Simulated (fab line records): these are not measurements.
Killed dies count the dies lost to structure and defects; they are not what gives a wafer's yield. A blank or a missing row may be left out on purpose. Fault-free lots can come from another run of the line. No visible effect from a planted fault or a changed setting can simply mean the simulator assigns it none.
What tool caused it?	flow nand harc	37 wafers from 13 lots sampled at 5 of the route's 1302 steps

## WHAT THE GAUGES READ, wafer by wafer
NHARC_END_SORT_01. Usual: killed at array 55, standard deviation 17; killed at other 1.1, standard deviation 1.4; killed at periphery 3.9, standard deviation 3; killed dies 59, standard deviation 17; killed open 3.5, standard deviation 2; killed short 2.6, standard deviation 1.6.
lot	measured	on	killed at array	killed at other	killed at periphery	killed dies	killed open	killed short	flag
L695	day 30 08:51	prober-01	74 415 402	0 0 1	2 2 2	76 417 405	9 3 4	3 3 2	OFF
L696	day 30 17:21	prober-01	67 437	1 1	2 3	70 441	2 6	3 5	OFF
L699	day 31 01:08	prober-01	29 418	4 2	5 3	38 423	3 8	7 2	OFF

## EACH LOT AND THE TOOL THAT RAN IT (in order: tool; ch and the chambers of the sampled wafers; start)
lot	NHARC_A_SGD_CUT_DEP_00	NHARC_A_BONDPAD_ETCH_12	NHARC_A_BONDPAD_PVD_17	NHARC_THIN_TSV_ETCHBACK_48
L683	pecvd-01 ch 0,1,2, day 19 15:40	rie diel-03 ch 0,2,3, day 24 12:05 or earlier	pvd sputter-02, day 24 12:05 or earlier	rie diel-05 ch 1,2, day 24 12:05
L685	pecvd-01 ch 0,2, day 20 11:29	rie diel-08 ch 0,2, day 25 03:47 or earlier	pvd sputter-02, day 25 03:47 or earlier	rie diel-09 ch 1,3, day 25 03:47
L684	pecvd-03 ch 0,1, day 20 11:43	rie diel-04 ch 2,3, day 25 02:33 or earlier	pvd sputter-03, day 25 02:33 or earlier	rie diel-05 ch 1,2, day 25 02:33
L687	pecvd-04 ch 1,2, day 20 20:08	rie diel-04 ch 1,3, day 25 22:28 or earlier	pvd sputter-03, day 25 22:28 or earlier	rie diel-09 ch 1,2, day 25 22:28
L686	pecvd-03 ch 0,1, day 20 20:21	rie diel-08 ch 0,1,3, day 25 23:41 or earlier	pvd sputter-01, day 25 23:41 or earlier	rie diel-13 ch 0,3, day 25 23:41
L688	pecvd-03 ch 0,1, day 22 06:46	rie diel-03 ch 0,1,3, day 26 23:29 or earlier	pvd sputter-03, day 26 23:29 or earlier	rie diel-09 ch 0,1,3, day 26 23:29
L689	pecvd-04 ch 1,2, day 22 07:52	rie diel-08 ch 1,2,3, day 26 22:22 or earlier	pvd sputter-01, day 26 22:22 or earlier	rie diel-05 ch 0,1,3, day 26 22:22
L691	pecvd-01 ch 1,2, day 23 07:23	rie diel-03 ch 1,2,3, day 27 18:36 or earlier	pvd sputter-03, day 27 18:36 or earlier	rie diel-05 ch 1,2, day 27 18:36
L695	pecvd-01 ch 0,2, day 25 00:23	rie diel-08 ch 0, day 29 18:28 or earlier	pvd sputter-02, day 29 18:28 or earlier	rie diel-13 ch 1, day 29 18:28
L696	pecvd-01 ch 0,2, day 25 13:36	rie diel-03 ch 3, day 30 01:31 or earlier	pvd sputter-03, day 30 01:31 or earlier	rie diel-05 ch 0, day 30 01:31
L699	pecvd-01 ch 0, day 25 21:04	rie diel-03 ch 1, day 30 12:58 or earlier	pvd sputter-02, day 30 12:58 or earlier	rie diel-13 ch 1, day 30 12:58
L704	pecvd-04 ch 0,1,2, day 28 15:31	rie diel-04 ch 2,3, day 33 05:52 or earlier	pvd sputter-02, day 33 05:52 or earlier	rie diel-13 ch 0,3, day 33 05:52
L705	pecvd-03 ch 0,1, day 28 15:47	rie diel-03 ch 0,1,2, day 33 06:56 or earlier	pvd sputter-02, day 33 06:56 or earlier	rie diel-13 ch 0,1, day 33 06:56
- NHARC_A_SGD_CUT_DEP_00: deposits SiNx, target thk 50 nm.
- NHARC_A_BONDPAD_ETCH_12: etches the open film in CHF3/O2, target depth 220 nm, time 110 s.
- NHARC_A_BONDPAD_PVD_17: deposits TaN, target thk 5 nm, time 8.06 s.
- NHARC_THIN_TSV_ETCHBACK_48: etches the open film in C4F8/Ar, target depth 1028.5 nm, time 405.17 s.

## WHAT THE TOOLS THEMSELVES READ (means of the sampled wafers that have a number; where no wafer has one, the mark that the record gives instead)
NHARC_A_SGD_CUT_DEP_00. Usual: 708 W for heater power w, sd 97.
lot	tool	heater power w (W)	flag
L683	pecvd-01	800	
L685	pecvd-01	743	
L684	pecvd-03	659	
L687	pecvd-04	620	
L686	pecvd-03	680	
L688	pecvd-03	675	
L689	pecvd-04	639	
L691	pecvd-01	825	
L695	pecvd-01	849	
L696	pecvd-01	898	
L699	pecvd-01	848	
L704	pecvd-04	663	
L705	pecvd-03	651	

NHARC_A_BONDPAD_ETCH_12. Usual: drypump motor current A 5.7 A, standard deviation 0.43; oes product au 0.947 a.u., standard deviation 0.023; rf vpp V 371.0 V, standard deviation 2.6; showerhead plenum p Torr 2.42 Torr, standard deviation 0.12; throttle valve pct 20.573 %, standard deviation 0.0093.
lot	tool	drypump motor current A (A)	oes product au (a.u.)	rf vpp V (V)	showerhead plenum p Torr (Torr)	throttle valve pct (%)	flag
L683	rie diel-03	5.7	0.960	370.5	2.42	20.573	
L685	rie diel-08	5.3	0.976	372.4	2.49	20.574	
L684	rie diel-04	6.1	0.966	368.8	2.27	20.570	
L687	rie diel-04	5.8	0.919	371.5	2.43	20.573	
L686	rie diel-08	5.5	0.978	371.7	2.47	20.576	
L688	rie diel-03	5.7	0.971	370.7	2.35	20.564	
L689	rie diel-08	6.0	0.927	370.5	2.41	20.571	
L691	rie diel-03	5.9	0.958	371.9	2.43	20.573	
L695	rie diel-08	4.9	0.930	373.0	2.54	20.566	
L696	rie diel-03	5.5	0.965	375.3	2.47	20.577	
L699	rie diel-03	6.1	0.957	368.2	2.31	20.558	
L704	rie diel-04	6.1	0.920	372.5	2.50	20.580	
L705	rie diel-03	5.9	0.961	370.1	2.36	20.570	

NHARC_A_BONDPAD_PVD_17. Usual: cathode dc power W 15000 W, standard deviation 2.6; throttle valve pct 30.1 %, standard deviation 0.79.
lot	tool	cathode dc power W (W)	throttle valve pct (%)	flag
L683	pvd sputter-02	15000	30.3	
L685	pvd sputter-02	15001	30.5	
L684	pvd sputter-03	14997	30.0	
L687	pvd sputter-03	15002	30.7	
L686	pvd sputter-01	15004	30.5	
L688	pvd sputter-03	15000	30.5	
L689	pvd sputter-01	15002	30.3	
L691	pvd sputter-03	15001	30.5	
L695	pvd sputter-02	14997	30.8	
L696	pvd sputter-03	15002	30.3	
L699	pvd sputter-02	15002	27.9	
L704	pvd sputter-02	15002	30.3	
L705	pvd sputter-02	15001	29.5	

NHARC_THIN_TSV_ETCHBACK_48. Usual: oes product au 0.940 a.u., standard deviation 0.03; rf vpp V 547 V, standard deviation 3.4.
lot	tool	oes product au (a.u.)	rf vpp V (V)	flag
L683	rie diel-05	0.924	545	
L685	rie diel-09	0.932	547	
L684	rie diel-05	0.921	545	
L687	rie diel-09	1.002	548	
L686	rie diel-13	0.926	552	
L688	rie diel-09	0.925	547	
L689	rie diel-05	0.924	547	
L691	rie diel-05	0.928	544	
L695	rie diel-13	0.910	545	
L696	rie diel-05	0.927	552	
L699	rie diel-13	0.953	544	
L704	rie diel-13	0.924	550	
L705	rie diel-13	0.919	549	

## THE ANSWER, worked out from the rows above alone
Rule: a lot is off if the mean of its wafers that have a number lies more than 3 standard deviations from the usual mean. Also off: a lot with no number at a reading for which 4 or more lots have one. All remaining lots with rows at the step are treated as sound. First the gauges in route order, then the tools' own readings, where a lot's mean is used as printed above. The first step at which some lot is off is used, and at that step the reading that is off furthest; a lot without a number counts as furthest.
Off at NHARC_END_SORT_01 (killed at array): L695, L696, L699. Neither off nor sound, because the step has no rows for them: L683, L685, L684, L687, L686, L688, L689, L691, L704, L705.
A tool fits if, at a process step before that reading, it ran every lot that is off, and no sound lot after the first of them. Those tools and the gauges at NHARC_END_SORT_01 are tried in the same way. Because NHARC_A_BONDPAD_ETCH_12 lacks a start for some lots, the hours and order of its lots are taken from NHARC_THIN_TSV_ETCHBACK_48. Because NHARC_A_BONDPAD_PVD_17 lacks a start for some lots, the hours and order of its lots are taken from NHARC_THIN_TSV_ETCHBACK_48. 2 tools fit, pecvd-01 at NHARC_A_SGD_CUT_DEP_00 and prober-01 at NHARC_END_SORT_01, so this cannot tell which one it is.

## WHAT HAD BEEN PUT IN BY THE SIMULATOR
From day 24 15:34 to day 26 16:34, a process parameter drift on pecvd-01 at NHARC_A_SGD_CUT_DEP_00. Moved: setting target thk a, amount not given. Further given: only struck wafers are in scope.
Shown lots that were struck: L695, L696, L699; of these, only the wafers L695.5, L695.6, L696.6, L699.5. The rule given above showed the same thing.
